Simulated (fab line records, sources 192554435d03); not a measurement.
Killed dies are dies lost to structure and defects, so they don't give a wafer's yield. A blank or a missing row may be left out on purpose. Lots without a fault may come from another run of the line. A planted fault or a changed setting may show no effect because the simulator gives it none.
fab line records | flow n5_finfet
record lots=11 wafers=33 last_day=18
route steps=1938 shown MIM_BOT_ETCH@1869 PASS1_CAP@1873 TV_OPEN@1891 PASSIVATION@1908
lots that met no fault: from a run of the same line without faults
start_h: hours from the record's first day to the start of the lot's first wafer shown | wait_h: hours since the lot's step before | " the same as in the row above | L1.1+2: a row that stands for several wafers | - no value, or no start given | * or withheld: withheld | < > ~ a bound
route shown NAME@n: a module of which the file shows steps, and the number in the route of the first | usual: mean/standard deviation of fault-free wafers | same: alike in all rows | chamber/n: place in a boat | sites: the reading at each site | _std_site: their standard deviation | _edge_site: outer sites' mean less inner sites' | radius_mm: how far each site lies from the wafer's centre | mask NAME#n: copy n | behind: the tool/chamber that last shaped the wafer | hold: why the lot was held/for how many hours/how that ended | device: the transistor (n, p or np) that didn't switch | end of line: the same wafers' tests at the end of the route | a step without rows: its recipe alone | killed: dies lost to structure and defects at the first sort, not the wafer's yield | map: a wafer's dies, x killed, . not, _ none there
set.NAME: the setting as run; set.NAME@STEP: as run at that earlier step | model.NAME: the simulator's own value behind a step, which no gauge read
steps of the route over a sample of lots; a table a step, a row a wafer
services: from which hour (start_h, from the record's first day; less than 0 if before it) a tool's chamber was out of use, for how many hours, and why
## steps
# step N5_MIM_BOT_ETCH_STRIP_01
# recipe chemistry=O2 power_w=600 temp_c=60 pressure_mtorr=30 rf_frequency_hz=6e+07 bias_power_w=0 overash_fraction=0.5 o2_flow_sccm=225
# usual drypump_motor_current_A=6.1/0.46 oes_product_au=0.78/0.08 rf_vpp_V=3.6/1.4 showerhead_plenum_p_Torr=2.14/0.052 throttle_valve_pct=16.66/0.22
# columns lot.wafer tool chamber start_h wait_h drypump_motor_current_A oes_product_au rf_hours_counter_h rf_vpp_V showerhead_plenum_p_Torr throttle_valve_pct
L786.2 rie_diel-03 3 299.45 0.1 6.1 0.71 203 4.1 2.08 16.83
L786.4 " 0 " " 6.4 0.86 - 2.9 2.14 16.44
L786.6 " 3 " " 6.1 0.74 - 1.9 2.08 16.77
L789.2 rie_diel-05 1 319.36 0.1 4.9 0.81 96 2.9 2.04 16.61
L789.3 " 2 " " 5.9 0.91 17 4.4 2.15 16.22
L789.5 " 3 " " 6.4 0.68 - 2.7 2.15 16.99
L787.1 rie_diel-03 1 325.00 0.3 6.7 0.69 225 4.6 2.16 16.49
L787.2 " 0 " " 6.4 0.84 57 7.5 2.13 16.49
L787.5 " 3 " " 6.2 0.72 - 4.3 2.07 16.87
L790.1 rie_diel-02 0 325.61 0.3 6.3 0.68 230 4.9 2.15 16.72
L790.2 " 3 " " 5.8 0.80 141 2.9 2.18 16.87
L790.4 " 2 " " 6.1 0.87 39 1.6 2.22 16.63
L793.1 rie_diel-03 3 347.82 0.1 6.2 0.71 224 2.7 2.07 16.87
L793.3 " 0 " " 6.4 0.83 69 3.5 2.13 16.43
L793.4 " 1 " " 6.7 0.68 236 1.8 2.15 16.52
L797.1 rie_diel-03 3 354.14 0.1 6.1 0.70 226 5.3 2.07 16.85
L797.3 " 1 " " 6.7 0.70 238 3.8 2.15 16.51
L797.4 " 2 " " 5.8 0.81 100 3.3 2.20 16.91
L795.2 rie_diel-03 1 359.71 0.1 6.7 0.68 240 3.7 2.15 16.50
L795.4 " 3 " " 6.1 0.70 228 3.7 2.07 16.81
L795.6 " 2 " " 5.8 0.78 - 5.4 2.20 16.92
L796.1 rie_diel-03 1 371.20 0.1 6.7 0.67 244 3.6 2.15 16.51
L796.4 " 2 " " 5.8 0.79 106 2.2 2.20 16.88
L796.5 " 0 " " 6.4 0.80 - 5.8 2.13 16.53
L799.2 rie_diel-03 2 381.92 0.1 5.8 0.78 111 6.1 2.20 16.93
L799.3 " 0 " " 6.4 0.82 82 2.3 2.12 16.55
L799.5 " 1 " " 6.7 0.68 - 2.1 2.14 16.49
L800.2 rie_diel-03 2 382.43 0.3 5.8 0.78 111 4.8 2.20 16.90
L800.3 " 0 " " 6.4 0.79 82 3.9 2.12 16.51
L800.4 " 1 " " 6.7 0.66 249 3.8 2.15 16.50
L806.2 rie_diel-02 1 413.61 0.1 5.0 0.79 121 1.8 2.03 16.72
L806.5 " 1 " " 5.0 0.79 - 3.1 2.02 16.71
L806.6 " 0 " " 6.2 0.97 - 3.9 2.14 16.32
# step N5_PASSIVATION_PECVD_55
# recipe material=SiO2 target_thk_a=4000 temp_c=400 precursor=SiH4/N2O pressure_torr=2.7 rf_w=608 time_s=22.5
# usual heater_power_outer_w=397/97 heater_power_w=684/140 showerhead_plenum_p_Torr=8.17/0.12 throttle_valve_pct=53.0/1.8
# columns lot.wafer tool chamber start_h wait_h heater_power_outer_w heater_power_w showerhead_plenum_p_Torr throttle_valve_pct
L786.2 pecvd-03 2 299.95 0.0 446 722 8.13 51.0
L786.4 " 1 " " 354 673 8.08 53.0
L786.6 " 2 " " 344 579 8.09 50.9
L789.2 pecvd-01 2 319.86 0.0 604 957 8.41 54.9
L789.3 " 1 " " 315 584 8.15 56.8
L789.5 " 0 " " 454 778 8.29 53.5
L787.1 pecvd-01 2 325.50 0.0 570 905 8.43 54.9
L787.2 " 1 " " 316 596 8.17 56.8
L787.5 " 2 " " 580 934 8.43 54.9
L790.1 pecvd-04 0 326.11 0.0 447 809 8.15 51.5
L790.2 " 2 " " 337 565 8.04 50.8
L790.4 " 2 " " 349 605 8.03 51.1
L793.1 pecvd-04 0 348.32 0.0 375 676 8.15 51.4
L793.3 " 1 " " 272 494 8.05 52.5
L793.4 " 0 " " 408 730 8.18 51.3
L797.1 pecvd-03 1 354.68 0.0 385 718 8.08 53.2
L797.3 " 2 " " 445 738 8.14 51.3
L797.4 " 2 " " 331 597 8.11 51.1
L795.2 pecvd-01 1 360.25 0.0 250 506 8.16 56.9
L795.4 " 2 " " 565 902 8.41 55.2
L795.6 " 0 " " 508 818 8.29 53.5
L796.1 pecvd-04 0 372.10 0.0 473 809 8.14 51.3
L796.4 " 1 " " 289 486 8.05 52.5
L796.5 " 0 " " 480 835 8.15 51.5
L799.2 pecvd-01 2 382.43 0.0 611 936 8.42 55.6
L799.3 " 1 " " 285 540 8.17 57.1
L799.5 " 2 " " 607 942 8.40 55.8
L800.2 pecvd-01 0 383.02 0.0 390 689 8.28 53.6
L800.3 " 1 " " 282 546 8.17 56.7
L800.4 " 1 " " 303 564 8.15 56.8
L806.2 pecvd-04 1 414.11 0.0 259 482 8.03 52.4
L806.5 " 1 " " 282 519 8.03 52.5
L806.6 " 2 " " 283 502 8.04 51.5
# step N5_PASSIVATION_STRIP_73
# recipe chemistry=post_etch_residue_remover time_s=60 temp_c=25 remover_ph=withheld remover_water_wt_pct=withheld remover_fluoride_wt_pct=withheld
# columns lot.wafer tool chamber start_h wait_h
L786.2+4+6 wet_bench-04 1,4,0 301.84 -
L789.2+3+5 wet_bench-04 0,3,1 323.29 -
L787.1+2+5 wet_bench-01 0,7,4 329.11 -
L790.1+2+4 wet_bench-04 7,3,5 329.37 -
L793.1+3+4 wet_bench-04 6,4,3 351.10 -
L797.1+3+4 wet_bench-01 2,0,6 357.31 -
L795.2+4+6 wet_bench-01 6,2,0 362.86 -
L796.1+4+5 wet_bench-02 3,2,4 373.30 -
L800.2+3+4 wet_bench-04 6,5,3 385.63 -
L799.2+3+5 wet_bench-02 0,7,1 385.67 -
L806.2+5+6 wet_bench-01 6,3,7 417.49 -
# step N5_PASSIVATION_DESCUM_32
# recipe chemistry=O2 time_s=7.9 source_power_w=50 bias_power_w=20 pressure_mtorr=20 rf_frequency_hz=2.712e+07 temp_c=40 o2_flow_sccm=225
# usual drypump_motor_current_A=5.9/0.52 oes_product_au=0.80/0.093 rf_vpp_V=243.7/1.1 showerhead_plenum_p_Torr=2.13/0.053 throttle_valve_pct=20.40/0.21
# columns lot.wafer tool chamber start_h wait_h drypump_motor_current_A oes_product_au rf_hours_counter_h rf_vpp_V showerhead_plenum_p_Torr throttle_valve_pct
L786.2 rie_diel-05 0 303.17 0.1 5.7 0.70 174 243.9 2.17 20.58
L786.4 " 2 " " 5.9 0.92 12 242.7 2.15 20.02
L786.6 " 1 " " 4.9 0.83 - 243.6 2.04 20.36
L789.2 rie_diel-03 0 325.27 0.6 6.4 0.83 57 244.6 2.13 20.25
L789.3 " 1 " " 6.7 0.69 225 243.8 2.15 20.16
L789.5 " 2 " " 5.8 0.80 - 244.5 2.20 20.66
L787.1 rie_diel-03 2 330.40 0.2 5.8 0.79 91 243.5 2.20 20.66
L787.2 " 0 " " 6.4 0.82 61 244.6 2.13 20.25
L787.5 " 1 " " 6.7 0.70 - 244.3 2.15 20.19
L790.1 rie_diel-02 2 332.35 0.1 6.0 0.86 43 245.2 2.21 20.41
L790.2 " 1 " " 5.0 0.82 89 244.3 2.03 20.41
L790.4 " 3 " " 5.8 0.79 145 244.9 2.18 20.62
L793.1 rie_diel-03 3 352.42 0.1 6.1 0.70 226 242.8 2.06 20.59
L793.3 " 1 " " 6.7 0.69 238 243.6 2.15 20.20
L793.4 " 2 " " 5.8 0.79 100 245.3 2.20 20.69
L797.1 rie_diel-02 1 358.51 0.1 5.0 0.81 99 241.2 2.03 20.42
L797.3 " 0 " " 6.2 0.68 244 244.5 2.14 20.50
L797.4 " 2 " " 6.0 0.84 54 244.5 2.21 20.41
L795.2 rie_diel-03 3 364.40 0.1 6.1 0.70 230 241.9 2.06 20.61
L795.4 " 0 " " 6.4 0.81 74 244.9 2.12 20.27
L795.6 " 0 " " 6.4 0.82 - 241.9 2.12 20.27
L796.1 rie_diel-02 0 376.57 0.5 6.2 0.67 250 243.3 2.14 20.52
L796.4 " 3 " " 5.8 0.76 163 244.9 2.17 20.65
L796.5 " 1 " " 5.0 0.80 - 242.4 2.03 20.42
L800.2 rie_diel-05 3 387.47 0.4 6.4 0.98 3 244.5 2.14 20.34
L800.3 " 0 " " 5.7 0.69 197 242.7 2.16 20.62
L800.4 " 3 " " 6.4 0.99 - 243.0 2.14 20.33
L799.2 rie_diel-05 2 387.64 0.1 5.9 0.86 42 242.8 2.14 20.08
L799.3 " 3 " " 6.4 0.98 3 244.2 2.14 20.34
L799.5 " 2 " " 5.9 0.86 - 243.8 2.14 20.07
L806.2 rie_diel-05 1 418.90 0.0 4.9 0.79 122 240.7 2.03 20.43
L806.5 " 0 " " 5.6 0.68 - 243.4 2.16 20.63
L806.6 " 3 " " 6.4 0.94 - 243.2 2.14 20.35
# step N5_PASSIVATION_PROBE_49
# usual defect_limited_yield=91.5/1.3 killed_at_M0_to_M3=33/10 killed_at_M4_up=13/4 killed_at_contacts=12/6.3 killed_at_front_end=39/11 killed_at_other=3.4/2.6 killed_dies=100/15 killed_open=65/11 killed_short=34/7.8 sort_bin_5_function=5.0/0.89 sort_bin_6_memory=3.2/0.58 sort_n_pass=1080/15 sort_yield_pct=91.5/1.3
# same gross_dies=1180 killed_at_back_side=0 sort_bin_4_leakage[%]=0 sort_bin_8_speed[%]=0
# columns lot.wafer tool chamber start_h wait_h defect_limited_yield[%] killed_at_M0_to_M3 killed_at_M4_up killed_at_contacts killed_at_front_end killed_at_other killed_dies killed_open killed_short sort_bin_5_function[%] sort_bin_6_memory[%] sort_n_pass sort_yield_pct[%]
L800.2 prober-02 - 392.46 0.1 91.0 35 12 13 42 4 106 71 35 6.0 2.7 1074 91.0
L800.3 prober-02 - 392.51 0.1 92.4 39 8 10 30 3 90 50 39 3.8 3.1 1090 92.4
L800.4 prober-02 - 392.56 0.2 87.5 23 8 17 21 79 148 44 25 8.0 3.4 1032 87.5
# killed by level:class
L800.2 BEOL_M0_SAQP:geometric_particle:open=12 FIN_SAQP:geometric_particle:short=10 MOL_CONTACT_COAG:geometric_particle:open=9 STI_FIN_REVEAL:geometric_particle:open=7 BEOL_M0_SAQP:geometric_particle:short=7 GATE_CUT:geometric_particle:open=6 GATE_CUT:geometric_particle:short=6 FIN_SAQP:geometric_particle:open=5
L800.3 BEOL_M0_SAQP:geometric_particle:short=11 FIN_SAQP:geometric_particle:short=9 MOL_CONTACT_COAG:geometric_particle:open=9 BEOL_M2:geometric_particle:open=8 GATE_CUT:geometric_particle:short=7 BEOL_M0_SAQP:geometric_particle:open=7 BEOL_M3:geometric_particle:open=5 BEOL_M1:geometric_particle:open=4
L800.4 TV_OPEN:unspecified=79 MOL_CONTACT_COAG:geometric_particle:open=12 BEOL_M0_SAQP:geometric_particle:short=8 FIN_SAQP:geometric_particle:open=7 BEOL_M3:geometric_particle:open=6 MOL_CONTACT_COAG:geometric_particle:short=5 GATE_CUT:geometric_particle:short=4 FIN_SAQP:geometric_particle:short=3
## services
# columns tool chamber start_h hours kind
rie_diel-05 1 276.26 3.2 repair
rie_diel-05 - 322.76 14.6 pm
rie_diel-05 0 341.64 21.4 repair
wet_bench-04 - 345.95 2.0 repair
rie_diel-05 3 363.02 - clean
rie_diel-05 3 363.02 - consumable_replace:focus_ring
rie_diel-05 3 363.02 17.6 scheduled_down
rie_diel-05 3 363.02 17.6 vent_cycle
rie_diel-05 1 364.89 25.3 repair
pecvd-01 - 365.75 2.3 repair
pecvd-01 0 368.80 2.1 scheduled_down
rie_diel-03 3 373.30 4.5 repair
rie_diel-02 0 377.03 1.3 repair
rie_diel-02 0 378.56 - clean
rie_diel-03 1 385.22 - clean
rie_diel-03 1 385.22 - consumable_replace:focus_ring
rie_diel-03 1 385.22 24.3 scheduled_down
rie_diel-03 1 385.22 24.3 vent_cycle
pecvd-04 - 398.77 2.8 pm
pecvd-03 1 400.93 6.8 repair
wet_bench-01 - 407.87 0.9 repair
pecvd-04 0 410.91 11.7 repair
rie_diel-03 2 413.03 5.8 repair
pecvd-01 - 417.99 1.7 repair
## key
first_sign step=N5_PASSIVATION_PROBE_49 reading=killed_at_other direction=up sigmas=30 usual=3.4 struck=79
effect step=N5_PASSIVATION_PROBE_49 reading=killed_dies direction=up sigmas=3.1 usual=100 struck=148
more_kills_born_at N5_PASSIVATION_STRIP_73@wet_bench-04=79
met_at N5_PASSIVATION_STRIP_73
struck_lots L800
struck_wafers L800.4
not_acting_at N5_MIM_BOT_ETCH_STRIP_01,N5_PASSIVATION_PECVD_55,N5_PASSIVATION_DESCUM_32
onset_between 351.10 385.63
fault kind=chamber_particle_source tool=wet_bench-04 chamber=3 onset_h=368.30 steps=N5_PASSIVATION_STRIP_73 rate_per_visit_cm2=0.44138 end_h=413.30
